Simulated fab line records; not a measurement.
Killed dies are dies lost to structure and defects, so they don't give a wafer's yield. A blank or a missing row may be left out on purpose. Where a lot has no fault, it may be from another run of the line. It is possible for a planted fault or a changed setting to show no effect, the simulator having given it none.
8D (eight disciplines) problem report, filled in by code ; flow n5_finfet ; the parts of the form that need people (team, actions taken, sign-off) are left out

== 1. THE PROBLEM ==
Mean of thk_nm at N5_SD_EPI_N_EPI_MEAS_23: 16.1 nm across 5 wafers in 3 lots; on wafers with no fault it is 59.0 nm (standard deviation 1.2). Relative to the usual mean, that is a shift of -36 standard deviations.
First observed at day 7 15:25: wafer L241.1, on film_metro-02. At this step, 38 wafers from 15 lots have a number in the record. By rule, "out" or "out of limits" means more than 4 standard deviations away from the usual mean. The rest of the wafers with a number are treated as sound.

== 2. WHAT IT IS, AND WHAT IT ISN'T ==
question;is;is not
which readings at this step;thk_nm;-
which lots;L241, L245, L246;L224, L225, L226, L227, L228, L229, L230, L231, L232, L234, L235, L236
which wafers of those lots;L241.1, L241.6, L245.1, L245.6, L246.1;L241.5, L246.4
read on which gauges;film_metro-01, film_metro-02;-
when;from day 7 15:25;"up to then (32 sound wafers); but 1 sound wafer of L246 came after"

== 3. THE SUSPECTS, EACH WITH WHAT RULES IT OUT ==
Counting: a tool at a process step up to the reading stays a suspect if it ran every lot that is out. Sound lots after the first of them don't rule it out here, since some wafers of a struck lot are sound.
- the gauge at N5_SD_EPI_N_EPI_MEAS_23: ruled out. Those wafers that are out were read across 2 gauges (film_metro-01, film_metro-02).
- epi_rpcvd-03 at N5_SD_EPI_N_PRECLEAN_48 (cleans in NF3:NH3, afs cycles 2, time 20 s, sublimation time 60 s): kept. It ran every lot that is out, first L241 (day 7 13:09); its last sound lot up to then is L236 (day 6 03:42).
- epi_rpcvd-03 at N5_SD_EPI_N_VAPOR_ETCH_50 (etches Si in HCl, time 54 s): kept. It ran every lot that is out, first L241 (day 7 13:31); its last sound lot up to then is L236 (day 6 04:00).
The count leaves epi_rpcvd-03 at N5_SD_EPI_N_VAPOR_ETCH_50 and epi_rpcvd-03 at N5_SD_EPI_N_PRECLEAN_48.

== 4. THE CAUSE (what the simulator had put in) ==
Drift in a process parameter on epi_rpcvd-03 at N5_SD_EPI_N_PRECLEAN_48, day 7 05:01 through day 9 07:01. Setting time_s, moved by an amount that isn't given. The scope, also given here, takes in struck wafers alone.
2 suspects survive the count, and this tool is in that group.

== 5. SEQUENCE OF EFFECTS, ordered by route ==
One row per reading whose mean, taken over the struck wafers that have a number, lies over 3 standard deviations from the usual. Only readings for which the record gives a usual standard deviation are gone through. hours: the time from each lot's start at the first step in this table that gives one to its start at this step, as a median over the lots. sigmas: the change in usual standard deviations.
hours;step;reading;usual;on struck wafers;change;sigmas
0;N5_SD_EPI_N_EPI_MEAS_23;thk_nm;59.0 nm;16.1;-42.9;-36
Readings that are blank on the struck wafers while sound wafers have them: susceptor_temp_C at N5_SD_EPI_N_PRECLEAN_48.

== 6. HOW IT WOULD HAVE BEEN CAUGHT EARLIER ==
10 hours passed between the start of the fault at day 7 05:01 and the first reading out of limits at a measuring or inspecting step in this record, taken at day 7 15:25.
At N5_SD_EPI_N_PRECLEAN_48 the tool's readings are blank on the struck wafers, where sound wafers have them: an empty tool record is the first sign, and it was there at once.
Among the 3 lots that are out, L245, L246 began N5_SD_EPI_N_PRECLEAN_48 on epi_rpcvd-03 after day 7 15:25. A hold on the tool at that time would have spared those 2.
